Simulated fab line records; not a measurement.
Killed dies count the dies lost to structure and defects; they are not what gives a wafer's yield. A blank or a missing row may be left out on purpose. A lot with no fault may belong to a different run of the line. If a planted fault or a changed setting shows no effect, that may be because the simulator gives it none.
Which tool did it? / flow nandHarc / 6 lots, 18 wafers sampled, at 4 steps of a route of 1302

## WHAT EACH GAUGE READ, for each wafer
NHARC_P_GATE_INSPECT_68.
lot=L937; measured=day 5 22:35; on=defectInspect-02; rawDefectCount=395 232 268
lot=L940; measured=day 7 09:42; on=defectInspect-02; rawDefectCount=159 171 156
lot=L945; measured=day 9 11:55; on=defectInspect-02; rawDefectCount=813 660 837
lot=L953; measured=day 13 02:21; on=defectInspect-02; rawDefectCount=196 160 173
lot=L955; measured=day 13 16:19; on=defectInspect-01; rawDefectCount=198 268 380
lot=L958; measured=day 15 02:22; on=defectInspect-01; rawDefectCount=302 380 324

## WHICH TOOL RAN EACH LOT (tool, then ch and the chambers of the sampled wafers, then the start)
lot=L937; NHARC_P_GATE_DESCUM_48=rieDiel-09 ch 0,1, day 5 16:12; NHARC_P_GATE_STRIP_111=plasmaAsher-01 ch 0,1, day 5 16:37; NHARC_P_GATE_STRIP_112=plasmaAsher-02 ch 0, day 5 18:23
lot=L940; NHARC_P_GATE_DESCUM_48=rieDiel-01 ch 1,2,3, day 7 03:11; NHARC_P_GATE_STRIP_111=plasmaAsher-01 ch 0,1, day 7 03:32; NHARC_P_GATE_STRIP_112=plasmaAsher-01 ch 0,1, day 7 05:17
lot=L945; NHARC_P_GATE_DESCUM_48=rieDiel-09 ch 0,1,2, day 9 05:40; NHARC_P_GATE_STRIP_111=plasmaAsher-01 ch 0,1, day 9 06:04; NHARC_P_GATE_STRIP_112=plasmaAsher-02 ch 0,1, day 9 07:49
lot=L953; NHARC_P_GATE_DESCUM_48=rieDiel-09 ch 0,1, day 12 19:56; NHARC_P_GATE_STRIP_111=plasmaAsher-01 ch 0,1, day 12 20:20; NHARC_P_GATE_STRIP_112=plasmaAsher-01 ch 0,1, day 12 22:02
lot=L955; NHARC_P_GATE_DESCUM_48=rieDiel-03 ch 2,3, day 13 10:01; NHARC_P_GATE_STRIP_111=plasmaAsher-02 ch 0,1, day 13 10:28; NHARC_P_GATE_STRIP_112=plasmaAsher-02 ch 0,1, day 13 12:13
lot=L958; NHARC_P_GATE_DESCUM_48=rieDiel-09 ch 1,2,3, day 14 19:58; NHARC_P_GATE_STRIP_111=plasmaAsher-02 ch 0,1, day 14 20:27; NHARC_P_GATE_STRIP_112=plasmaAsher-02 ch 0,1, day 14 22:04
- NHARC_P_GATE_DESCUM_48: chemistry O2, time 3 s.
- NHARC_P_GATE_STRIP_111: strips in N2/H2, time 250 s.
- NHARC_P_GATE_STRIP_112: strips in N2/H2, time 200 s.

## THE ANSWER, worked out from the rows above alone
Rule: usual is defined by the lots themselves. The widest of any qualifying gaps counts: lots, ordered by their means at a reading, are off when they make up no more than a third of the lots, leave a main group of 4 or more, and stand apart from it by 3 or more times the standard deviation of that group's means. Not used: any main group whose means are identical at the precision the tables above print for the reading. Also off: a lot with no number at a reading for which 4 or more lots have one. Where the step has rows for the other lots, those lots are counted as sound.
Off, at NHARC_P_GATE_INSPECT_68 on rawDefectCount: L945. The main group: mean 251, standard deviation 69.
A tool fits if, at a process step before that reading, it ran every lot that is off, and no sound lot after the first of them. Gauges at NHARC_P_GATE_INSPECT_68: tried the same way as those tools. No candidate that was tried fits.

## WHAT THE SIMULATOR PUT IN
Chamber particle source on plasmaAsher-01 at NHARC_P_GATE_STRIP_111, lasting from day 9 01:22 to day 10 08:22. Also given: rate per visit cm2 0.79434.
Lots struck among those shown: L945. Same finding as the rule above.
